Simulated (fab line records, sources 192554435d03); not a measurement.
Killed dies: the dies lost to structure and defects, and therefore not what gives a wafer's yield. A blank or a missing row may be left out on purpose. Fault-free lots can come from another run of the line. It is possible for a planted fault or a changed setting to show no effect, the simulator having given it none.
The tool behind it: which one? ; flow n5Finfet ; Sampling: 7 lots, 21 wafers, 2 of 1938 route steps

## WHAT EACH GAUGE READ, for each wafer
N5_BEOL_M7_THK_MEAS_01.
lot;measured;on;M7_ILD_THK (nm)
L544;day 9 07:53;filmMetro-02;155.4 154.6 156.2
L547;day 9 23:40;filmMetro-02;152.4 155.6 157.0
L550;day 11 00:26;filmMetro-01;151.3 152.8 154.6
L551;day 11 07:20;filmMetro-01;155.4 157.1 159.2
L554;day 11 23:48;filmMetro-02;156.3 156.6 159.9
L562;day 15 04:37;filmMetro-02;155.5 156.4 157.0
L566;day 16 05:46;filmMetro-02;153.0 156.0 156.6

## EACH LOT AND THE TOOL THAT RAN IT (in order: tool; ch and the chambers of the sampled wafers; start)
lot;N5_BEOL_M7_ILD_DEP_00
L544;pecvd-04 ch 1,2, day 9 07:17
L547;pecvd-02 ch 0,1, day 9 23:05
L550;pecvd-01 ch 1,2, day 10 23:51
L551;pecvd-04 ch 0,1,2, day 11 05:19
L554;pecvd-04 ch 0,1,2, day 11 21:47
L562;pecvd-04 ch 0,1, day 15 04:02
L566;pecvd-02 ch 1,2, day 16 04:56
- N5_BEOL_M7_ILD_DEP_00: deposits SiCOH lowk from DEMS/porogen, target thk 179.75 nm, time 33.4 s.

## THE ANSWER, worked out from the rows above alone
Rule: what is usual is taken from the lots themselves. Put in order of their means at a reading, lots are off if they are a third of the lots or fewer, leave a main group of 4 or more, and stand apart from it by a gap of 3 or more times the standard deviation of the main group's means; of several such gaps the widest counts. A main group is skipped when, at the precision printed for the reading in the tables above, its means are all equal. A lot without any number at a reading at which 4 lots or more have one is off too. Where the step has rows for the other lots, those lots are counted as sound.
Across all readings shown, no lot is off: no conclusion can be drawn from this.

## WHAT THE SIMULATOR PUT IN
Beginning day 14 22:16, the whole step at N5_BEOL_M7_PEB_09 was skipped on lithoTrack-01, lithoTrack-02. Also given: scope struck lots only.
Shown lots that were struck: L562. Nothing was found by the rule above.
